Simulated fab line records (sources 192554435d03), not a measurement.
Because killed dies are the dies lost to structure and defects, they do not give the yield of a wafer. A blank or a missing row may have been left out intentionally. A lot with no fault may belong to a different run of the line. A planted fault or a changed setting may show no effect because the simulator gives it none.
Chamber matching | flow n5Finfet | N5_BEOL_M8_CURE_75 on uvCure-02 has 3 sister chambers
The step cures SiCOH lowk, time 120 s. 3 wafers are shown with their chamber, then 11 later ones without.

## WAFERS, EACH WITH ITS CHAMBER
wafer  | chamber | wafer_temp_C_max
L082.5 | 2       | 371.3
L081.6 | 0       | 371.9
L084.1 | 1       | 371.9

## WAFERS WHOSE CHAMBER IS MISSING
wafer  | wafer_temp_C_max
L084.5 | 371.9
L084.6 | 372.1
L085.2 | 372.0
L085.4 | 372.7
L085.5 | 372.5
L090.2 | 371.1
L090.3 | 371.2
L090.5 | 371.7
L096.1 | 372.7
L096.2 | 371.8
L096.4 | 372.2

## THE CHAMBER EACH PASSED THROUGH
wafer  | from the rows above          | in truth
L084.5 | can't be placed: 0 or 1 or 2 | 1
L084.6 | can't be placed: 0 or 1 or 2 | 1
L085.2 | can't be placed: 0 or 1 or 2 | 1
L085.4 | can't be placed: 0 or 1 or 2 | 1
L085.5 | can't be placed: 0 or 1 or 2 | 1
L090.2 | can't be placed: 2 or 0 or 1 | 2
L090.3 | can't be placed: 2 or 0 or 1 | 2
L090.5 | can't be placed: 0 or 1 or 2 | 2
L096.1 | can't be placed: 0 or 1 or 2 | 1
L096.2 | can't be placed: 0 or 1 or 2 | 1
L096.4 | can't be placed: 0 or 1 or 2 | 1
Placed correctly: 0 of 11. These rows do not allow placing 11 (true chamber among the candidates in 11). 0 placed wrongly.
How it was worked out, from the rows above alone: a wafer's distance from a chamber is the root of the sum, over the readings, of the square of ((its reading less the chamber's mean) divided by the reading's scatter). If the next closest chamber is less than 2 further off than the closest, the wafer can't be placed; otherwise it belongs to the closest. The mean given for a chamber averages the wafers shown for that chamber. The scatter: root of mean squared gap, hidden wafer to nearest shown wafer, with one shown wafer a chamber.
